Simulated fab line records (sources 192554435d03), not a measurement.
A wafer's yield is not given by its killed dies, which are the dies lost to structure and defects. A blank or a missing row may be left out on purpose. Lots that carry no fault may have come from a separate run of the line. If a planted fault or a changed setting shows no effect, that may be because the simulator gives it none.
Which of the tools did it?	flow n5-finfet	11 lots with 31 wafers sampled at 4 steps, on a route of 1938 steps

WHAT THE GAUGES SHOWED, per wafer
N5_HKMG_FIN_OVL_MEAS_50.
lot	measured	on	NDIPOLE_OVL (nm)
L401	day 3 23:04	overlay-02	-0.5 -0.7 0.1
L402	day 4 07:44	overlay-01	-0.3 0.1 -1.2
L404	day 4 19:46	overlay-02	1.0 -0.7 0.1
L410	day 6 06:38	overlay-02	0.5 1.0 1.3
L415	day 7 11:02	overlay-02	0.6 0.7 0.6
L417	day 8 01:53	overlay-02	0.3 -0.7 -1.8
L419	day 8 14:31	overlay-02	-1.1 -0.1 -0.6
L420	day 8 17:53	overlay-02	0.9 0.2
L421	day 9 04:46	overlay-02	0.1 1.5 -0.8
L423	day 9 10:52	overlay-02	-0.8 0.3
L424	day 9 19:17	overlay-01	-1.4 -0.3 -0.5

N5_HKMG_FIN_INSPECT_61: inspects for defects (macro).
lot	measured	on	raw-defect-count
L401	day 3 23:05	defect-inspect-02	3 3 2
L402	day 4 07:45	defect-inspect-02	1 2 2
L404	day 4 19:47	defect-inspect-02	2 1 3
L410	day 6 06:39	defect-inspect-01	>300 4 2
L415	day 7 11:04	defect-inspect-02	2 2 0
L417	day 8 01:55	defect-inspect-01	1 1 2
L419	day 8 14:33	defect-inspect-02	2 1 0
L420	day 8 17:54	defect-inspect-02	1 3
L421	day 9 04:48	defect-inspect-01	2 2 1
L423	day 9 10:53	defect-inspect-01	1 2
L424	day 9 19:18	defect-inspect-02	2 1 3

EACH LOT AND THE TOOL THAT RAN IT (in order: tool; ch and the chambers of the sampled wafers; start)
lot	N5_HKMG_FIN_HK_ANNEAL_02	N5_HKMG_FIN_ALD_75
L401	rtp-anneal-02 ch 0, day 3 22:18	ald-hk-02 ch 1,2,3, day 3 22:34
L402	rtp-anneal-02 ch 0, day 4 06:56	ald-hk-01 ch 0,2,3, day 4 07:14
L404	rtp-anneal-01 ch 0, day 4 19:00	ald-hk-02 ch 0,1,3, day 4 19:16
L410	rtp-anneal-01 ch 0, day 6 05:50	ald-hk-02 ch 2,3, day 6 06:08
L415	rtp-anneal-02 ch 0, day 7 10:22	ald-hk-01 ch 1,3, day 7 10:40
L417	rtp-anneal-01 ch 0, day 8 01:17	ald-hk-01 ch 0,1,3, day 8 01:31
L419	rtp-anneal-01 ch 0, day 8 13:44	ald-hk-03 ch 0,3, day 8 14:02
L420	rtp-anneal-01 ch 0, day 8 17:09	ald-hk-02 ch 1,3, day 8 17:23
L421	rtp-anneal-02 ch 0, day 9 03:59	ald-hk-01 ch 1,2, day 9 04:17
L423	rtp-anneal-02 ch 0, day 9 10:05	ald-hk-03 ch 0,1, day 9 10:22
L424	rtp-anneal-01 ch 0, day 9 18:31	ald-hk-02 ch 0,1,2, day 9 18:47
- N5_HKMG_FIN_HK_ANNEAL_02: time 30 s.
- N5_HKMG_FIN_ALD_75: deposits Al2O3, target thk 1 nm, co reactant pulse time 1 s.

WHAT THE TOOLS THEMSELVES READ (means of the sampled wafers that have a number; where no wafer has one, the mark that the record gives instead)
N5_HKMG_FIN_HK_ANNEAL_02.
lot	tool	lamp-power-pct (%)	lamp_zone_5_pct (%)	wafer_temp_C_max
L401	rtp-anneal-02	8.83	8.795	702.8
L402	rtp-anneal-02	8.79	8.806	702.9
L404	rtp-anneal-01	8.79	8.804	702.9
L410	rtp-anneal-01	8.79	8.798	702.7
L415	rtp-anneal-02	8.80	8.800	703.3
L417	rtp-anneal-01	8.81	8.785	702.6
L419	rtp-anneal-01	8.76	8.792	702.8
L420	rtp-anneal-01	8.83	8.810	703.0
L421	rtp-anneal-02	8.75	8.806	703.2
L423	rtp-anneal-02	8.85	8.794	703.5
L424	rtp-anneal-01	8.80	8.803	703.3

N5_HKMG_FIN_ALD_75.
lot	tool	heater-power-outer-w (W)	heater-power-w (W)	precursor-pulse-height-rel
L401	ald-hk-02	74	148	0.988
L402	ald-hk-01	73	143	1.021
L404	ald-hk-02	75	145	0.978
L410	ald-hk-02	67	139	1.013
L415	ald-hk-01	82	160	1.011
L417	ald-hk-01	84	167	0.997
L419	ald-hk-03	77	148	0.980
L420	ald-hk-02	80	156	1.010
L421	ald-hk-01	83	164	0.988
L423	ald-hk-03	74	140	1.001
L424	ald-hk-02	73	148	0.998

THE ANSWER, worked out from the rows above alone
Rule: usual is defined by the lots themselves. Put in order of their means at a reading, lots are off if they are a third of the lots or fewer, leave a main group of 4 or more, and stand apart from it by a gap of 3 or more times the standard deviation of the main group's means; of several such gaps the widest counts. Not used: any main group whose means are identical at the precision the tables above print for the reading. A lot without any number at a reading at which 4 lots or more have one is off too. All remaining lots with rows at the step are treated as sound. The gauges are gone through in route order, then the tools' own readings, and for those a lot's mean is taken as printed above. At the first step where some lot is off, the reading lying furthest off is the one used; lots without a number count as furthest.
Across all readings shown, no lot is off: no conclusion can be drawn from this.

WHAT WAS PUT IN BY THE SIMULATOR
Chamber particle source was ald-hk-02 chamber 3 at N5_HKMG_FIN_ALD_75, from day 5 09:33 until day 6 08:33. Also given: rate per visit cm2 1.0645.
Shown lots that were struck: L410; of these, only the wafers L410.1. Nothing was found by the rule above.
